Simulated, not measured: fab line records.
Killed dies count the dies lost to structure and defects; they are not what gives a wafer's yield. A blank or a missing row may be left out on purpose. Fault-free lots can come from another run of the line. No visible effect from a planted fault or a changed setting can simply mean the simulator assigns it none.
Matching of chambers ; flow n5Finfet ; 4 sister chambers for N5_BEOL_M8_STRIP_19 on rieDiel-03
The step strips in O2. 4 wafers are shown with their chamber, then 10 later ones without.

WAFERS, EACH WITH ITS CHAMBER
wafer;chamber;showerheadPlenumPTorr (Torr)
L094.2;0;1.98
L094.3;1;2.15
L094.4;2;2.05
L094.5;3;2.23

WAFERS MISSING THEIR CHAMBER
wafer;showerheadPlenumPTorr (Torr)
L094.6;2.05
L095.1;2.14
L095.2;2.05
L095.3;1.98
L095.4;2.23
L095.5;2.15
L095.6;2.05
L097.1;2.05
L097.4;2.05
L097.6;1.98

THE CHAMBER EACH PASSED THROUGH
wafer;from the rows above;in truth
L094.6;2;2
L095.1;1;1
L095.2;2;2
L095.3;0;0
L095.4;3;3
L095.5;1;1
L095.6;2;2
L097.1;2;2
L097.4;2;2
L097.6;0;0
Placed correctly: 10 of 10. Left unplaced by these rows: 0. Number placed wrongly: 0.
How it was worked out, from the rows above alone: a wafer's distance from a chamber is the root of the sum, over the readings, of the square of ((its reading less the chamber's mean) divided by the reading's scatter). If the next closest chamber is less than 2 further off than the closest, the wafer can't be placed; otherwise it belongs to the closest. For every chamber, the mean is computed from those of its wafers that are shown. The scatter: root of mean squared gap, hidden wafer to nearest shown wafer, with one shown wafer a chamber.
